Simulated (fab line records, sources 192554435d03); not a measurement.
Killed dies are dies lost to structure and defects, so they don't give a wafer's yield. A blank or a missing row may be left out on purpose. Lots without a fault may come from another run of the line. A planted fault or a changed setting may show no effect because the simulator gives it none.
Chamber matching | flow n5_finfet | N5_BEOL_M2_PECVD_72 on pecvd-03: 3 sister chambers
The step deposits SiO2 from TEOS/O2, target thk 16 nm, time 18 s. 3 wafers are shown with their chamber, then 8 later ones without.

WAFERS WITH THEIR CHAMBER
wafer  | chamber | throttle_valve_pct (%)
L079.5 | 1       | 23.8
L090.3 | 0       | 22.0
L091.1 | 2       | 21.7

WAFERS WITHOUT THEIR CHAMBER
wafer  | throttle_valve_pct (%)
L091.2 | 22.0
L091.5 | 24.1
L092.1 | 21.8
L092.2 | 23.9
L092.3 | 21.4
L095.2 | 21.8
L095.3 | 21.7
L095.4 | 23.9

WHICH CHAMBER EACH WENT THROUGH
wafer  | from the rows above     | in truth
L091.2 | can't be placed: 0 or 2 | 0
L091.5 | 1                       | 1
L092.1 | can't be placed: 2 or 0 | 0
L092.2 | 1                       | 1
L092.3 | can't be placed: 2 or 0 | 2
L095.2 | can't be placed: 2 or 0 | 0
L095.3 | can't be placed: 2 or 0 | 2
L095.4 | 1                       | 1
Placed correctly: 3 of 8. Can't be placed from these rows: 5 (the true chamber is among the candidates in 5). Placed wrongly: 0.
How it was worked out, from the rows above alone: a wafer's distance from a chamber is the root of the sum, over the readings, of the square of ((its reading less the chamber's mean) divided by the reading's scatter). The wafer belongs to the nearest chamber; if the next one is less than 2 further off, it can't be placed. A chamber's mean is the mean of its shown wafers. The scatter: with one shown wafer a chamber, the root of the mean of the squares of how far each hidden wafer lies from its nearest shown one.
